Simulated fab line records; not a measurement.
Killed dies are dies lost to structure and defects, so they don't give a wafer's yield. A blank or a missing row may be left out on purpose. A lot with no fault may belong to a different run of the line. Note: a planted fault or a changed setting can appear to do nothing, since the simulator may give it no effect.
Lot-split experiment :: flow n5Finfet :: on a route of 1938 steps: 7 lots, 21 wafers read

== SPLIT DETAILS ==
At N5_MOL_CONTACT_COAG_ETCH_15 (etches SiNx in CH3F/O2, stops on Si:P, target depth 7 nm), the setting sourceW was moved away from the recipe's 395 W on 8 of the 21 wafers read, by -15.2% to +8.4%. This setting was run at the recipe's value on the other wafers.

The reading is taken at the split's own step.

== THE READING ==
rfVppV, in V, at N5_MOL_CONTACT_COAG_ETCH_15 (etches SiNx in CH3F/O2, stops on Si:P, target depth 7 nm). Typical for fault-free wafers on this fab line: 298 V, with standard deviation 3 V.

wafer: L076.1
tool, chamber at the split: rieDiel-01, 3
sourceW as run, W: 428
against the recipe: +8.4%
rfVppV, V: 283
against lot-mates on the recipe: -13

wafer: L076.2
tool, chamber at the split: rieDiel-01, 1
sourceW as run, W: 395
against the recipe: recipe
rfVppV, V: 296
against lot-mates on the recipe: -

wafer: L076.6
tool, chamber at the split: rieDiel-01, 0
sourceW as run, W: 428
against the recipe: +8.4%
rfVppV, V: 290
against lot-mates on the recipe: -6

wafer: L082.2
tool, chamber at the split: rieDiel-01, 1
sourceW as run, W: 395
against the recipe: recipe
rfVppV, V: 295
against lot-mates on the recipe: -

wafer: L082.3
tool, chamber at the split: rieDiel-01, 3
sourceW as run, W: 395
against the recipe: recipe
rfVppV, V: 293
against lot-mates on the recipe: -

wafer: L082.4
tool, chamber at the split: rieDiel-01, 2
sourceW as run, W: 395
against the recipe: recipe
rfVppV, V: 306
against lot-mates on the recipe: -

wafer: L087.2
tool, chamber at the split: rieDiel-04, 1
sourceW as run, W: 395
against the recipe: recipe
rfVppV, V: 298
against lot-mates on the recipe: -

wafer: L087.3
tool, chamber at the split: rieDiel-04, 2
sourceW as run, W: 349.4
against the recipe: -11.5%
rfVppV, V: 314
against lot-mates on the recipe: +17

wafer: L087.6
tool, chamber at the split: rieDiel-04, 2
sourceW as run, W: 395
against the recipe: recipe
rfVppV, V: 296
against lot-mates on the recipe: -

wafer: L089.2
tool, chamber at the split: rieDiel-04, 2
sourceW as run, W: 395
against the recipe: recipe
rfVppV, V: 296
against lot-mates on the recipe: -

wafer: L089.3
tool, chamber at the split: rieDiel-04, 3
sourceW as run, W: 417.9
against the recipe: +5.8%
rfVppV, V: 290
against lot-mates on the recipe: -6

wafer: L089.5
tool, chamber at the split: rieDiel-04, 3
sourceW as run, W: 417.9
against the recipe: +5.8%
rfVppV, V: 292
against lot-mates on the recipe: -4

wafer: L092.1
tool, chamber at the split: rieDiel-01, 0
sourceW as run, W: 395
against the recipe: recipe
rfVppV, V: 298
against lot-mates on the recipe: -

wafer: L092.3
tool, chamber at the split: rieDiel-01, 3
sourceW as run, W: 395
against the recipe: recipe
rfVppV, V: 292
against lot-mates on the recipe: -

wafer: L092.6
tool, chamber at the split: rieDiel-01, 0
sourceW as run, W: 395
against the recipe: recipe
rfVppV, V: 301
against lot-mates on the recipe: -

wafer: L094.1
tool, chamber at the split: rieDiel-01, 0
sourceW as run, W: 350.2
against the recipe: -11.3%
rfVppV, V: 316
against lot-mates on the recipe: +22

wafer: L094.3
tool, chamber at the split: rieDiel-01, 3
sourceW as run, W: 395
against the recipe: recipe
rfVppV, V: 294
against lot-mates on the recipe: -

wafer: L094.4
tool, chamber at the split: rieDiel-01, 0
sourceW as run, W: 350.2
against the recipe: -11.3%
rfVppV, V: 316
against lot-mates on the recipe: +22

wafer: L097.1
tool, chamber at the split: rieDiel-05, 2
sourceW as run, W: 395
against the recipe: recipe
rfVppV, V: 297
against lot-mates on the recipe: -

wafer: L097.3
tool, chamber at the split: rieDiel-05, 1
sourceW as run, W: 395
against the recipe: recipe
rfVppV, V: 294
against lot-mates on the recipe: -

wafer: L097.5
tool, chamber at the split: rieDiel-05, 0
sourceW as run, W: 334.8
against the recipe: -15.2%
rfVppV, V: 324
against lot-mates on the recipe: +28

THE FIT
A straight line over all 21 wafers: rfVppV changes by -1.53 V for each +1% of sourceW; r = -0.94; the points scatter about the line by 3.5 V.
The same after taking each lot's own level away (the mean of its wafers on the recipe; 21 wafers): -1.59 V for each +1%; r = -0.94; scatter 3.7 V.
The reading moves by 24 V for the largest change in sourceW, on that fit.
The lots' own levels span 294.0 to 298.0 V, that is 1.3 times the standard deviation above.
Consequently the slope shifts little with the lot-to-lot level, the two slopes agreeing.
Check: for one of the wafers moved furthest among these (-15.2%), held out of the fit, the line's prediction against its lot-mates is +24.2 V. It came out at +28.5 V against them.
Tool readings at the split's step, against how far the setting was moved: rfVppV r = -0.94.

== OTHER SPLITS ON THESE WAFERS ==
Before the reading, these wafers also passed through other splits. Each is held against what the fit with the lots' levels taken away leaves over:
other split on the same wafers: N5_GATE_CUT_COAT_34 spinRpm
wafers away from the commonest value: 4
r with rfVppV (lot level and that fit taken away): +0.00

other split on the same wafers: N5_MOL_CONTACT_COAG_ETCH_105 biasW
wafers away from the commonest value: 5
r with rfVppV (lot level and that fit taken away): -0.18

== FILE'S OWN FIT ==
rfVppV changes by -1.66 V for each +1% of sourceW, r = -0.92.
